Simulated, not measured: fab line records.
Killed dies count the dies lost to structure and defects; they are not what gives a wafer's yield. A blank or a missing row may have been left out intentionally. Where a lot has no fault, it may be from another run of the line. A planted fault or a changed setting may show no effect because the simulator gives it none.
2 desks, one fault ; flow n5 finfet ; each desk holds nothing but its own numbers, with what lay behind them at the end

FOR THE TOOL OWNER'S DESK: litho track-03
The tool's own readings at N5_FIN_SAQP_COAT_10 (resist thk 90 nm): means of the sampled wafers that have a number, for each lot that ran on this tool. The brackets show how far a lot's mean lies from the usual mean; more than 4 standard deviations puts the lot out of limits, marked OUT.
Columns: A = spin speed rpm at N5_FIN_SAQP_COAT_10, usual 1500.2 rpm
lot;first seen here;A
L229;day 2 02:44;1501.4
L234;day 3 09:44;1499.8
L235;day 3 15:17;1500.0
L237;day 4 03:15;1500.4
L250;day 7 09:25;1171.8 (-99 or more) OUT
L251;day 7 15:11;1170.9 (-99 or more) OUT
This desk's verdict: out of limits on L250, L251, starting with L250 at day 7 09:25 (spin speed rpm at N5_FIN_SAQP_COAT_10). In limits: L229, L234, L235, L237.

AT THE METROLOGY DESK
What the gauges read, lot by lot, whatever tool the lot ran on: means of the sampled wafers that have a number. The brackets show how far a lot's mean lies from the usual mean; more than 4 standard deviations puts the lot out of limits, marked OUT. Of its 11 readings 7 are shown: those that lie furthest out on some lot.
Columns: A = DIBL_N at N5_BEOL_M4_RC_MEAS_101, usual 36.7 mV/V; B = IOFF_P at N5_BEOL_M4_RC_MEAS_101, usual 0.22 nA/um; C = ION_P at N5_BEOL_M4_RC_MEAS_101, usual 462 uA/um; D = SS_N at N5_BEOL_M4_RC_MEAS_101, usual 71.7 mV/dec; E = SS_P at N5_BEOL_M4_RC_MEAS_101, usual 73.4 mV/dec; F = VT_N at N5_BEOL_M4_RC_MEAS_101, usual 250 mV; G = VT_P at N5_BEOL_M4_RC_MEAS_101, usual -250 mV
lot;first seen here;A;B;C;D;E;F;G
L228;day 1 20:46;37.3;0.22;460;71.6;73.7;248;-251
L229;day 2 02:37;38.2;0.24;459;71.8;73.8;248;-250
L233;day 3 03:42;36.1;0.18;453;71.5;73.0;252;-254
L234;day 3 09:35;37.4;0.23;461;72.3;73.7;247;-251
L235;day 3 15:10;35.6;0.21;466;71.7;73.1;250;-248
L236;day 3 21:19;38.9;0.23;458;72.1;73.4;246;-252
L237;day 4 03:08;36.4;0.26;474;71.7;72.7;247;-243
L239;day 4 15:04;37.0;0.22;467;71.7;73.5;248;-250
L250;day 7 09:17;37.0;0.23;465;71.9;73.2;249;-252
L251;day 7 15:04;36.4;0.19;458;71.8;73.3;250;-253
This desk's finding: nothing out of limits on any of the 10 lots.

ALL TOGETHER
An alarm could have come from the tool owner's desk at day 7 09:25, on L250, L251.
Nothing out of limits was seen by the metrology desk.
The metrology desk has L250, L251 on record, within its limits.
Every lot named ran N5_FIN_SAQP_COAT_10 on litho track-03.

WHAT WAS PUT IN BY THE SIMULATOR
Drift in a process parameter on litho track-03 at N5_FIN_SAQP_COAT_10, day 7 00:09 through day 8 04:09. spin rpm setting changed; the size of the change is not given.
Lots struck among those shown: L250, L251.
Each desk's first reading out of limits, in hours after the fault started: the tool owner's desk, 9.
